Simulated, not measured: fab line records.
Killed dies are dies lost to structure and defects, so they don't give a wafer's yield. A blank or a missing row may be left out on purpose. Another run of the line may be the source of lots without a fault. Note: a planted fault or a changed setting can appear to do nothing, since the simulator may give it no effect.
fab line records -- flow n5-finfet
[record] lots = 4, wafers = 12, last-day = 18
route steps=1938 shown FIN_CUT@160 STI_FIN_REVEAL@183 BEOL_M4@1111 PASSIVATION@1936
lots with no fault: from the same line, run without faults
start-h: start of the lot's first displayed wafer, in hours after the record's first day -- wait-h: time in hours since the lot's previous step -- " identical to the entry in the row above -- L1.1+2: several wafers, shown together as one row -- - no value present, or no start provided -- * or withheld: withheld -- < > ~ a bound
route shown NAME@n: a module of which the file shows steps, and the number in the route of the first -- usual: mean/standard deviation of fault-free wafers -- same: alike in all rows -- chamber/n: place in a boat -- sites: per-site readings -- _std_site: how widely they spread, as a standard deviation -- _edge_site: outer sites' mean less inner sites' -- radius-mm: how far each site lies from the wafer's centre -- mask NAME#n: copy n -- behind: tool/chamber where the wafer was last shaped -- hold: why the lot was held/for how many hours/how that ended -- device: transistor that didn't switch, given as n, p or np -- end of line: tests of these same wafers at the route's end -- a step given without rows: its recipe and nothing more -- killed: not the wafer's yield, but the dies lost to structure and defects at the first sort -- map: shows each die of a wafer: x if killed, . if not, _ if none is there
set.NAME: the run value of the setting; set.NAME@STEP: its run value at that earlier step -- model.NAME: the simulator's own value behind a step, which no gauge read
lots at selected steps of the route; one table per step, one row per wafer
services: a tool's chamber out of use, with start hour (start-h, from the record's first day; less than 0 if before it), hours out, and reason
[[steps]]
[step N5_FIN_CUT_EXPOSE_05]
[recipe] mask-id = FIN_CUT, na = 0.33, source-shape = annular, sigma-inner = 0.35, sigma-outer = 0.8, polarization = unpolarized, dose-mj = 45.75
[step N5_FIN_CUT_PEB_06]
[recipe] peb-temp-c = 100, peb-time-s = 60, resist = CAR-EUV
[step N5_FIN_CUT_DEVELOP_07]
[recipe] develop-time-s = 30, developer = TMAH, resist = CAR-EUV, rinse-liquid = surfactant-rinse, dry = air-spin, dev-temp-c = 23
[step N5_FIN_CUT_DESCUM_13]
[recipe] chemistry = O2, time-s = 7, source-power-w = 50, bias-power-w = 20, pressure-mtorr = 20, rf-frequency-hz = 2.712e+07, temp-c = 40, resist = CAR-EUV, o2-flow-sccm = 225
[step N5_FIN_CUT_ETCH_30]
[recipe] chemistry = N2/H2, target = underlayer, target-depth-a = 130, mask-material = CAR-EUV, time-s = 10.4, ion-energy-ev = 200, pressure-mtorr = 30, source-w = 840, bias-w = 150, n2-flow-sccm = 200, h2-flow-sccm = 200, ends = cleared
[step N5_FIN_CUT_ETCH_20]
[recipe] chemistry = CF4, target = SiARC, target-depth-a = 260, mask-material = CAR-EUV, time-s = 43.3, ion-energy-ev = 80, pressure-mtorr = 40, source-w = 545, bias-w = 36, Ar_flow_sccm = 100, cf4-flow-sccm = 100, ends = cleared
[step N5_FIN_CUT_ETCH_21]
[recipe] chemistry = N2/H2, target = SOC, target-depth-a = 2190, overetch-a = 438, mask-material = SiARC, temp-c = 40, ion-energy-ev = 100, bias-w = 61, time-s = 523.5, pressure-mtorr = 30, source-w = 850, n2-flow-sccm = 200, h2-flow-sccm = 200
[step N5_FIN_CUT_STRIP_23]
[recipe] chemistry = N2/H2, temp-c = 40, n2-flow-sccm = 200, h2-flow-sccm = 200, rf-frequency-hz = 6e+07
[step N5_FIN_CUT_STRIP_31]
[recipe] chemistry = N2/H2, temp-c = 40, n2-flow-sccm = 200, h2-flow-sccm = 200, rf-frequency-hz = 6e+07
[step N5_FIN_CUT_STRIP_24]
[recipe] chemistry = CF4, resist = SiARC, power-w = 300, bias-power-w = 75, pressure-mtorr = 50, cf4-flow-sccm = 150, rf-frequency-hz = 6e+07
[usual] drypump-motor-current-A = 5.7/0.5, oes-product-au = 0.75/0.066, rf-vpp-V = 271.2/1.4, showerhead-plenum-p-Torr = 1.80/0.045, throttle-valve-pct = 13.70/0.28
lot.wafer,tool,chamber,start-h,wait-h,drypump-motor-current-A,oes-product-au,rf-hours-counter-h,rf-vpp-V,showerhead-plenum-p-Torr,throttle-valve-pct
L202.1,rie-diel-04,3,81.29,0.0,5.3,0.73,180,272.8,1.85,13.48
L202.3,rie-diel-04,0,81.29,0.0,5.5,0.71,222,269.0,1.79,14.10
L202.6,rie-diel-04,1,81.29,0.0,6.5,0.80,-,270.9,1.82,13.34
L208.1,rie-diel-04,1,122.57,0.0,6.5,0.80,91,270.5,1.82,13.37
L208.3,rie-diel-04,0,122.57,0.0,5.6,0.71,234,269.4,1.78,14.14
L208.5,rie-diel-04,2,122.57,0.0,6.1,0.70,-,273.7,1.85,13.93
L211.1,rie-diel-04,0,136.76,0.0,5.6,0.70,238,270.3,1.78,14.13
L211.3,rie-diel-04,1,136.76,0.0,6.5,0.79,96,270.7,1.82,13.38
L211.4,rie-diel-04,3,136.76,0.0,5.3,0.71,196,270.8,1.85,13.54
L215.4,rie-diel-02,3,162.20,0.0,5.0,0.76,128,269.5,1.74,14.01
L215.5,rie-diel-02,0,162.20,0.0,6.0,0.74,-,273.3,1.78,13.91
L215.6,rie-diel-02,1,162.20,0.0,5.9,0.83,-,270.1,1.75,13.25
[step N5_FIN_CUT_CUT_ETCH_26]
[recipe] chemistry = CH3F/O2, target = SiNx, target-depth-a = 390, mask-material = SOC, time-s = 55.7, pressure-mtorr = 30, source-w = 395, bias-w = 73, Ar_flow_sccm = 150, CH3F_flow_sccm = 30, O2_flow_sccm = 20, ion-energy-ev = 120
[step N5_FIN_CUT_CUT_ETCH_27]
[recipe] chemistry = CHF3/O2, target = SiO2, target-depth-a = 40, mask-material = SOC, overetch-a = 20, time-s = 4.9, pressure-mtorr = 30, source-w = 650, bias-w = 170, Ar_flow_sccm = 200, CHF3_flow_sccm = 50, O2_flow_sccm = 5, ion-energy-ev = 200
[step N5_FIN_CUT_PRECLEAN_35]
[recipe] time-s = 13.3, temp-c = 45, pressure-torr = 125, p-hf-torr = 3, p-coreactant-torr = 25, chemistry = vHF
[step N5_FIN_CUT_CUT_ETCH_15]
[recipe] chemistry = HBr/Cl2/O2, target = Si, target-depth-a = 1000, bt-time-s = 10, mask-material = SOC, time-s = 42.4, ion-energy-ev = *, bias-w = *, pressure-mtorr = 10, icp-w = 800, HBr_flow_sccm = 150, Cl2_flow_sccm = 80, O2_flow_sccm = 12
[step N5_FIN_CUT_CUT_ETCH_28]
[recipe] chemistry = HBr/Cl2/O2, target = Si, target-depth-a = 60, mask-material = SOC, time-s = 2.4, ion-energy-ev = *, bias-w = *, pressure-mtorr = 10, icp-w = 800, HBr_flow_sccm = 150, Cl2_flow_sccm = 80, O2_flow_sccm = 12
[step N5_FIN_CUT_STRIP_22]
[recipe] chemistry = N2/H2, power-w = 500, temp-c = 40, pressure-mtorr = 50, rf-frequency-hz = 6e+07, overash-fraction = 0.3, bias-power-w = 8, h2-frac = 0.5, n2-flow-sccm = 300, h2-flow-sccm = 300
[step N5_FIN_CUT_PRECLEAN_36]
[recipe] chemistry = O3/DIW, time-s = 60, temp-c = 22, o3-ppm = 10
[step N5_FIN_CUT_SRD_32]
[recipe] dry = ipa-marangoni, time-s = 30, temp-c = 23, rinse-liquid = diw
[step N5_FIN_CUT_UV_OZONE_34]
[recipe] time-s = 120, pressure-torr = 760, temp-c = 25
[step N5_FIN_CUT_INSPECT_17]
[recipe] inspect-instrument = brightfield, mode = aei
[usual] raw-defect-count = 239/68
lot.wafer,tool,chamber,start-h,wait-h,raw-defect-count
L202.1,defect-inspect-01,-,81.79,0.0,162
L202.3,defect-inspect-01,-,81.79,0.0,119
L202.6,defect-inspect-01,-,81.79,0.0,108
L208.1,defect-inspect-01,-,123.51,0.0,986
L208.3,defect-inspect-01,-,123.51,0.0,208
L208.5,defect-inspect-01,-,123.51,0.0,226
L211.1,defect-inspect-01,-,137.32,0.0,235
L211.3,defect-inspect-01,-,137.32,0.0,847
L211.4,defect-inspect-01,-,137.32,0.0,307
L215.4,defect-inspect-02,-,163.09,0.0,163
L215.5,defect-inspect-02,-,163.09,0.0,158
L215.6,defect-inspect-02,-,163.09,0.0,163
[step N5_STI_FIN_REVEAL_ALD_00]
[recipe] material = SiO2, target-thk-a = 10, temp-c = 300, ald-precursor-family = BDEAS, ald-co-reactant = O2-plasma, pulse-time-s = 1, pressure-torr = 2
[step N5_BEOL_M4_RC_MEAS_101]
[usual] DIBL_N = 35.4/2.1, DIBL_P = 34.8/2.6, IOFF_N = 0.15/0.037, IOFF_P = 0.19/0.037, ION_N = 677/16, ION_P = 462/9.3, SS_N = 71.4/0.75, SS_P = 72.9/0.77, VT_N = 250/3.7, VT_P = -251/3.5
lot.wafer,tool,chamber,start-h,wait-h,DIBL_N[mV/V],DIBL_P[mV/V],IOFF_N[nA/um],IOFF_P[nA/um],ION_N[uA/um],ION_P[uA/um],SS_N[mV/dec],SS_P[mV/dec],VT_N[mV],VT_P[mV]
L202.1,prober-01,0,230.41,0.0,36.5,38.0,0.17,0.20,672,455,71.6,73.8,247,-252
L202.3,prober-01,0,230.41,0.0,30.1,29.5,0.08,0.12,652,453,69.9,71.4,255,-258
L202.6,prober-01,0,230.41,0.0,33.4,34.1,0.12,0.16,664,454,71.1,72.7,252,-254
L208.1,prober-02,0,260.65,0.0,36.6,35.0,0.14,0.18,642,445,71.3,73.3,252,-255
L208.3,prober-02,0,260.65,0.0,35.0,32.9,0.11,0.13,649,440,71.7,71.8,257,-259
L208.5,prober-02,0,260.65,0.0,38.2,37.5,0.18,0.20,656,450,72.4,73.2,252,-254
L211.1,prober-01,0,283.59,0.0,34.0,34.2,0.12,0.17,682,463,71.2,73.4,255,-253
L211.3,prober-01,0,283.59,0.0,36.5,36.7,0.16,0.20,683,460,70.8,73.9,249,-251
L211.4,prober-01,0,283.59,0.0,32.3,32.6,0.11,0.16,661,461,70.5,72.2,256,-252
L215.4,prober-01,0,327.77,0.5,34.0,33.9,0.13,0.20,675,474,70.4,71.8,249,-246
L215.5,prober-01,0,327.77,0.5,33.2,32.4,0.12,0.19,665,467,70.2,71.5,251,-248
L215.6,prober-01,0,327.77,0.5,35.3,34.1,0.14,0.19,678,465,72.1,72.5,252,-249
[step N5_PASSIVATION_PROBE_49]
[usual] defect-limited-yield = 90.5/1.7, killed_at_M0_to_M3 = 37/12, killed_at_M4_up = 14/5.2, killed-at-contacts = 12/5.9, killed-at-front-end = 45/14, killed-at-other = 3.5/2.8, killed-dies = 112/21, killed-on-rim = 15/4.5, killed-open = 73/15, killed-short = 36/8.9, sort_bin_5_function = 5.6/1.2, sort_bin_6_memory = 3.5/0.68, sort_bin_8_speed = 0.01/0.1, sort-n-pass = 1068/21, sort-yield-pct = 90.5/1.8
[same] gross-dies = 1180, killed-at-back-side = 0, sort_bin_4_leakage[%] = 0
lot.wafer,tool,chamber,start-h,wait-h,defect-limited-yield[%],killed_at_M0_to_M3,killed_at_M4_up,killed-at-contacts,killed-at-front-end,killed-at-other,killed-dies,killed-on-rim,killed-open,killed-short,sort_bin_5_function[%],sort_bin_6_memory[%],sort_bin_8_speed[%],sort-n-pass,sort-yield-pct[%]
L202.1,prober-01,-,342.61,0.0,91.1,26,15,9,53,2,105,13,63,42,4.6,3.6,0,1075,91.1
L202.3,prober-01,-,342.71,0.1,92.0,27,8,17,42,0,94,13,59,34,4.5,2.9,0,1086,92.0
L202.6,prober-01,-,342.86,0.3,91.9,36,13,11,32,4,96,14,68,26,5.3,2.8,0,1084,91.9
L208.1,prober-02,-,374.86,0.0,84.0,44,13,9,113,10,189,34,79,44,10.3,3.6,0,991,84.0
L211.3,prober-01,-,391.55,0.1,84.0,43,12,14,118,2,189,30,89,28,9.4,4.7,0,991,84.0
// killed by level:class
L202.1 FIN_SAQP:geometric-particle:open=19 FIN_SAQP:geometric-particle:short=14 MOL_CONTACT_COAG:geometric-particle:open=6 BEOL_M1:geometric-particle:open=5 SPACER0:geometric-particle:short=4 BEOL_M0_SAQP:geometric-particle:short=4 BEOL_M7:geometric-particle:open=4 GATE_CUT:geometric-particle:short=3
L202.3 MOL_CONTACT_COAG:geometric-particle:open=12 FIN_SAQP:geometric-particle:short=9 STI_FIN_REVEAL:geometric-particle:open=8 BEOL_M0_SAQP:geometric-particle:short=7 FIN_SAQP:geometric-particle:open=6 BEOL_M3:geometric-particle:open=6 BEOL_M0_SAQP:geometric-particle:open=5 MOL_CONTACT_COAG:geometric-particle:short=5
L202.6 STI_FIN_REVEAL:geometric-particle:open=10 MOL_CONTACT_COAG:geometric-particle:open=8 BEOL_M0_SAQP:geometric-particle:short=8 BEOL_M2:geometric-particle:open=7 BEOL_M3:geometric-particle:open=7 BEOL_M4:geometric-particle:open=7 BEOL_M0_SAQP:geometric-particle:open=6 FIN_SAQP:geometric-particle:short=4
L208.1 FIN_CUT:unspecified=64 BEOL_M3:geometric-particle:open=13 FIN_SAQP:geometric-particle:short=10 STI_FIN_REVEAL:geometric-particle:open=9 DUMMY_GATE:geometric-particle:open=8 MOL_CONTACT_COAG:geometric-particle:open=8 BEOL_M0_SAQP:geometric-particle:short=8 FIN_SAQP:geometric-particle:open=6
L211.3 FIN_CUT:unspecified=69 STI_FIN_REVEAL:geometric-particle:open=21 MOL_CONTACT_COAG:geometric-particle:open=12 BEOL_M3:geometric-particle:open=11 BEOL_M0_SAQP:geometric-particle:open=9 BEOL_M0_SAQP:geometric-particle:short=8 DUMMY_GATE:geometric-particle:open=5 BEOL_M0:geometric-particle:open=5
// map L208.1 (x killed, . not)
_________________........x...________________
______________......x..........._____________
___________x..x..x.............x...__________
__________x..x..........x....x..x..._________
________........x............x.x......_______
_______........x................x......______
______.............xx.................xx_____
_____.......x....xx.....xx..........xxxxx____
____...........x......x.x.x.........xxxxxx___
___..............x.................xxxxxxxx__
___.x..........x....................xxxxxxx__
__....x.........x.....x.............xxxxxxxx_
__......x......x..................x.xxxxxxxx_
_...........................x..x.....xxxxxxxx
_x.......x..........x.................xxxxxxx
_............xx..x.....x........x...xx..xxxxx
_.............x...............xx....xxx......
_.................x..x.........x.............
_.x..................x.xx.....x.x..xx.x..x.x.
_...x............x......x..........xx.......x
_xx..x.....x.xx...x................x...x.....
__.............x...x.....x.................._
__....x..................x......x....xxx...._
___....................................x...__
___x.............................x..x...x..__
____...x..................x..........x.x..___
_____...x........................x.x..x..____
______...x..x.............x.x..x...x...._____
_______.......x.......................x______
________................x...x......x.._______
__________.x....................x..._________
___________...x........x.........x.__________
______________...xx............x_____________
_________________.....x......________________
// map L211.3 (x killed, . not)
_________________...x........________________
______________........x.......xx_____________
___________......x...............x.__________
__________...x...x....x.x..........._________
________..xx..................x......x_______
_______......x....x....xx..............______
______...............x...............x.x_____
_____.......x.........x...........x.xxxxx____
____.............x...x.......x....x.xxxxxx___
___......x..x..xx.................x...xxxxx__
___.x......x...................x...xxxxxxxx__
__.x.x.....x......x.................xxxxxxxx_
__.......................x..........xxxxxxxx_
_...............x.x...............x.x.xxxxxxx
_x.....x.xx...............x...x.....xxxxxxxxx
_x...x.............x..........x....x..xxx..xx
_....x...................x.....x.......x.x...
_....................x.....x.........x.x.x.x.
_.x......x..........x..x........x...x........
_........x...........x.......................
_..........................x..x..............
__............................x..x..x......._
__........x...........xx..x......xx.x......._
___...x.......xx...x.xx..x....x.......x....__
___....x.x.x...................x.....x.x...__
____...x.x.....xx....x...x......x..x......___
_____..x............x....................____
______.........x......x....x....x......x_____
_______.......x......................xx______
________......x...........x..........x_______
__________.................x.x......_________
___________....x................x..__________
______________.................._____________
_________________..........x.________________
[[services]]
tool,chamber,start-h,hours,kind
rie-diel-02,3,87.44,2.6,repair
rie-diel-04,2,109.23,1.6,repair
rie-diel-04,0,138.95,5.4,repair
[[key]]
[first-sign] step = N5_FIN_CUT_INSPECT_17, reading = raw-defect-count, direction = up, sigmas = 9.9, usual = 239, struck = 916
[effect] step = N5_PASSIVATION_PROBE_49, reading = killed-at-front-end, direction = up, sigmas = 5, usual = 45, struck = 116
[more-kills-born-at] N5_FIN_CUT_STRIP_24@rie-diel-04 = 133
met-at N5_FIN_CUT_STRIP_24
struck-wafers L208.1,L211.3
onset-between 81.29 122.57
[fault] kind = chamber-particle-source, tool = rie-diel-04, chamber = 1, onset-h = 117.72, steps = N5_FIN_CUT_STRIP_24, rate-per-visit-cm2 = 0.99126, end-h = 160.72
